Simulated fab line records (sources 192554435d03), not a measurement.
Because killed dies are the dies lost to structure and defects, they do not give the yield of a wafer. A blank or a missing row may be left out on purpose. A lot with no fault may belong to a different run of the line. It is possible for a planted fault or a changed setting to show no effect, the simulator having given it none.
Split-lot study	flow n5-finfet	21 wafers read from 7 lots, route of 1938 steps

## SPLIT DETAILS
At N5_SDB_COAT_05 (resist thk 90 nm), the setting spin-rpm was moved away from the recipe's 1500 rpm on 9 of the 21 wafers read, by -3.9% to +11.2%. The other wafers ran this setting at the recipe's value.

The reading comes from the split's own step.

## THE READING
CAR-ArF_of_SDB_COAT_05.thk-nm (the simulator's own value, which no gauge read), in nm, at N5_SDB_COAT_05 (resist thk 90 nm). The file gives no usual value for it. Here, 12 wafers ran the recipe; their average is 90.1 nm with a standard deviation of 0.36 nm.

wafer	tool, chamber at the split	spin-rpm as run, rpm	against the recipe	CAR-ArF_of_SDB_COAT_05.thk-nm, nm	against lot-mates on the recipe
L077.1	litho-track-01, 0	1500	recipe	90.2	-
L077.3	litho-track-01, 0	1500	recipe	90.4	-
L077.5	litho-track-01, 0	1642	+9.5%	86.4	-3.9
L078.2	litho-track-05, 0	1500	recipe	89.4	-
L078.3	litho-track-05, 0	1500	recipe	90	-
L078.5	litho-track-05, 0	1543	+2.9%	88.4	-1.3
L085.2	litho-track-05, 0	1442	-3.9%	91.8	+1.6
L085.4	litho-track-05, 0	1500	recipe	90.2	-
L085.5	litho-track-05, 0	1500	recipe	90.2	-
L086.1	litho-track-05, 0	1653	+10.2%	85.8	-4.2
L086.3	litho-track-05, 0	1653	+10.2%	85.8	-4.2
L086.4	litho-track-05, 0	1500	recipe	90	-
L089.2	litho-track-04, 0	1500	recipe	90.6	-
L089.5	litho-track-04, 0	1500	recipe	90.6	-
L089.3	litho-track-04, 0	1500	recipe	90.4	-
L091.2	litho-track-05, 0	1623	+8.2%	86.2	-3.4
L091.4	litho-track-05, 0	1623	+8.2%	86	-3.6
L091.5	litho-track-05, 0	1500	recipe	89.6	-
L095.1	litho-track-05, 0	1668	+11.2%	85.2	-4.6
L095.3	litho-track-05, 0	1668	+11.2%	85	-4.8
L095.6	litho-track-05, 0	1500	recipe	89.8	-

FIT RESULTS
A straight line over all 21 wafers: CAR-ArF_of_SDB_COAT_05.thk-nm changes by -0.44 nm for each +1% of spin-rpm; r = -0.99; the points scatter about the line by 0.35 nm.
The same after taking each lot's own level away (the mean of its wafers on the recipe; 21 wafers): -0.417 nm for each +1%; r = -1.00; scatter 0.13 nm.
According to that fit, moving spin-rpm by its largest amount changes the reading by 4.7 nm.
Measured against the standard deviation above, the lots' own levels, which go from 89.60 to 90.53 nm, span 2.6 times it.
The two slopes agree, so the slope changes little with the lot-to-lot level.
Check: for one of the wafers moved furthest among these (+11.2%), held out of the fit, the line's prediction against its lot-mates is -4.7 nm. It came out at -4.6 nm against them.

## THE FILE'S OWN FIT
CAR-ArF_of_SDB_COAT_05.thk-nm changes by -0.418 nm for each +1% of spin-rpm, r = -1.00.
